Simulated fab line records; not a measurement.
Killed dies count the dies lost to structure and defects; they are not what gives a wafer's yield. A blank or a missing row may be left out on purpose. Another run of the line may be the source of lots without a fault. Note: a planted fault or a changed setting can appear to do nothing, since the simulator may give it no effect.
Chamber matching :: flow n5_finfet :: thermal_cvd_si-01 running N5_HKMG_FIN_CVD_62: 3 sister chambers
The step deposits a-Si from Si2H6, target thk 3 nm, time 20.8 s. 24 wafers are shown with their chamber, then 12 later ones without.

## WAFERS WITH THEIR CHAMBER
wafer: L075.1
chamber: 1
heater_power_w (W): 1640

wafer: L075.4
chamber: 0
heater_power_w (W): 1615

wafer: L075.6
chamber: 1
heater_power_w (W): 1659

wafer: L077.2
chamber: 0
heater_power_w (W): 1670

wafer: L077.3
chamber: 0
heater_power_w (W): 1651

wafer: L077.4
chamber: 1
heater_power_w (W): 1627

wafer: L079.2
chamber: 0
heater_power_w (W): 1646

wafer: L079.3
chamber: 1
heater_power_w (W): 1682

wafer: L079.5
chamber: 0
heater_power_w (W): 1697

wafer: L081.1
chamber: 0
heater_power_w (W): 1684

wafer: L081.4
chamber: 1
heater_power_w (W): 1660

wafer: L081.6
chamber: 0
heater_power_w (W): 1665

wafer: L083.1
chamber: 1
heater_power_w (W): 1642

wafer: L083.2
chamber: 0
heater_power_w (W): 1677

wafer: L083.3
chamber: 1
heater_power_w (W): 1640

wafer: L085.3
chamber: 0
heater_power_w (W): 1685

wafer: L085.5
chamber: 1
heater_power_w (W): 1672

wafer: L085.6
chamber: 0
heater_power_w (W): 1637

wafer: L087.1
chamber: 0
heater_power_w (W): 1669

wafer: L087.4
chamber: 2
heater_power_w (W): 1612

wafer: L087.5
chamber: 1
heater_power_w (W): 1702

wafer: L089.2
chamber: 1
heater_power_w (W): 1699

wafer: L089.3
chamber: 2
heater_power_w (W): 1675

wafer: L089.5
chamber: 1
heater_power_w (W): 1676

SIGNATURES (means of the wafers above)
reading: heater_power_w
chamber 0: 1663.27
chamber 1: 1663.55
chamber 2: 1643.50
scatter within a chamber: 25.8
Rule: for a wafer and a chamber, the distance is found by dividing, reading by reading, the gap between the wafer's reading and the chamber's mean by the reading's scatter, squaring, summing and taking the root. If the next closest chamber is less than 2 further off than the closest, the wafer can't be placed; otherwise it belongs to the closest. The scatter: take each reading less its chamber's mean, square it, sum over the shown wafers, divide by the number of wafers less the number of chambers, and take the root.

## WAFERS WITHOUT THEIR CHAMBER
wafer: L091.1
heater_power_w (W): 1684

wafer: L091.4
heater_power_w (W): 1707

wafer: L091.6
heater_power_w (W): 1631

wafer: L093.1
heater_power_w (W): 1657

wafer: L093.3
heater_power_w (W): 1635

wafer: L093.5
heater_power_w (W): 1664

wafer: L095.2
heater_power_w (W): 1693

wafer: L095.4
heater_power_w (W): 1658

wafer: L095.5
heater_power_w (W): 1648

wafer: L097.1
heater_power_w (W): 1669

wafer: L097.3
heater_power_w (W): 1741

wafer: L097.4
heater_power_w (W): 1681

## EACH ONE'S CHAMBER
wafer: L091.1
from the rows above: can't be placed: 1 or 0 or 2
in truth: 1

wafer: L091.4
from the rows above: can't be placed: 1 or 0 or 2
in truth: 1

wafer: L091.6
from the rows above: can't be placed: 2 or 0 or 1
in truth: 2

wafer: L093.1
from the rows above: can't be placed: 0 or 1 or 2
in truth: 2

wafer: L093.3
from the rows above: can't be placed: 2 or 0 or 1
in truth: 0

wafer: L093.5
from the rows above: can't be placed: 1 or 0 or 2
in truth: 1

wafer: L095.2
from the rows above: can't be placed: 1 or 0 or 2
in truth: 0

wafer: L095.4
from the rows above: can't be placed: 0 or 1 or 2
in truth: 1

wafer: L095.5
from the rows above: can't be placed: 2 or 0 or 1
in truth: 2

wafer: L097.1
from the rows above: can't be placed: 1 or 0 or 2
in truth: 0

wafer: L097.3
from the rows above: can't be placed: 1 or 0 or 2
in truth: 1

wafer: L097.4
from the rows above: can't be placed: 1 or 0 or 2
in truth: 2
Correct placement for 0 of the 12. Not placeable from these rows: 12 (in 12, the candidates include the true chamber). Number placed wrongly: 0.
